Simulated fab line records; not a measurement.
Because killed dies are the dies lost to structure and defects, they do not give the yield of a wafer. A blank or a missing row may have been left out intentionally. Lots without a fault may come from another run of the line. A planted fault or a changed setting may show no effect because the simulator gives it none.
Split-lot trial    flow n5 finfet    7 lots, 39 wafers read, on a route of 1938 steps

ABOUT THE SPLIT
At N5_MOL_CONTACT_COAG_ETCH_91 (etches SOC in N2/H2, target depth 60 nm, overetch 21 nm, time 101.2 s), the setting source w was moved away from the recipe's 840 W on 12 of the 39 wafers read, by -17.5% to +10.3%. This setting was run at the recipe's value on the other wafers.

The reading comes from the split's own step.

THE READING
rf vpp V, in V, at N5_MOL_CONTACT_COAG_ETCH_91 (etches SOC in N2/H2, target depth 60 nm, overetch 21 nm, time 101.2 s). A value of 523 V with a standard deviation of 3.2 V is what fault-free wafers of this fab line usually give.

wafer   tool, chamber at the split  source w as run, W  against the recipe  rf vpp V, V  against lot-mates on the recipe
L084.1  rie diel-05, 2              787.6               -6.2%               528          +4
L084.2  rie diel-05, 3              840                 recipe              521          -
L084.3  rie diel-05, 1              840                 recipe              528          -
L084.4  rie diel-05, 0              787.6               -6.2%               538          +14
L084.5  rie diel-05, 3              840                 recipe              522          -
L084.6  rie diel-05, 2              787.6               -6.2%               527          +3
L086.1  rie diel-04, 3              840                 recipe              522          -
L086.2  rie diel-04, 2              840                 recipe              522          -
L086.3  rie diel-04, 0              926.9               +10.3%              510          -12
L086.4  rie diel-04, 2              926.9               +10.3%              506          -16
L086.5  rie diel-04, 3              840                 recipe              523          -
L086.6  rie diel-04, 0              926.9               +10.3%              511          -11
L088.1  rie diel-05, 1              714.3               -15.0%              556          +35
L088.2  rie diel-05, 2              840                 recipe              518          -
L088.3  rie diel-05, 0              840                 recipe              526          -
L088.4  rie diel-05, 3              714.3               -15.0%              551          +30
L088.5  rie diel-05, 2              840                 recipe              518          -
L088.6  rie diel-05, 3              714.3               -15.0%              551          +30
L089.1  rie diel-05, 0              840                 recipe              524          -
L089.2  rie diel-05, 3              840                 recipe              523          -
L089.3  rie diel-05, 1              840                 recipe              526          -
L089.4  rie diel-05, 2              840                 recipe              518          -
L089.5  rie diel-05, 0              840                 recipe              525          -
L089.6  rie diel-05, 3              840                 recipe              524          -
L091.2  rie diel-04, 3              840                 recipe              523          -
L091.4  rie diel-04, 2              840                 recipe              522          -
L091.5  rie diel-04, 3              840                 recipe              523          -
L093.1  rie diel-04, 2              840                 recipe              523          -
L093.2  rie diel-04, 3              693.1               -17.5%              555          +31
L093.3  rie diel-04, 0              693.1               -17.5%              563          +39
L093.4  rie diel-04, 2              693.1               -17.5%              556          +32
L093.5  rie diel-04, 0              840                 recipe              528          -
L093.6  rie diel-04, 3              840                 recipe              522          -
L094.1  rie diel-04, 0              840                 recipe              527          -
L094.2  rie diel-04, 3              840                 recipe              523          -
L094.3  rie diel-04, 2              840                 recipe              523          -
L094.4  rie diel-04, 3              840                 recipe              524          -
L094.5  rie diel-04, 0              840                 recipe              529          -
L094.6  rie diel-04, 2              840                 recipe              523          -

THE FIT
A straight line over all 39 wafers: rf vpp V changes by -1.82 V for each +1% of source w; r = -0.96; the points scatter about the line by 3.6 V.
The same after taking each lot's own level away (the mean of its wafers on the recipe; 39 wafers): -1.83 V for each +1%; r = -0.96; scatter 3.7 V.
That fit puts the effect of the largest move of source w on the reading at 32 V.
The span of the lots' own levels, 520.7 to 524.8 V, comes to 1.3 times the standard deviation stated above.
The two slopes are in agreement: the lot-to-lot level therefore moves the slope only a little.
Check: with one of the wafers moved furthest among these (-17.5%) left out of the fit, the line predicts +32.9 V for it against its lot-mates. It came out at +30.7 V against them.
Tool readings at the split's step, against how far the setting was moved: rf vpp V r = -0.96.

OTHER SPLITS APPLIED TO THESE WAFERS
Other splits were also applied to these wafers ahead of the reading. Each is held against what the fit with the lots' levels taken away leaves over:
other split on the same wafers      wafers away from the commonest value  r with rf vpp V (lot level and that fit taken away)
N5_DUMMY_GATE_ETCH_37 source w      12                                    -0.21
N5_HKMG_FIN_ETCH_86 target depth a  15                                    +0.16

FILE'S OWN FIT
rf vpp V changes by -1.84 V for each +1% of source w, r = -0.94.
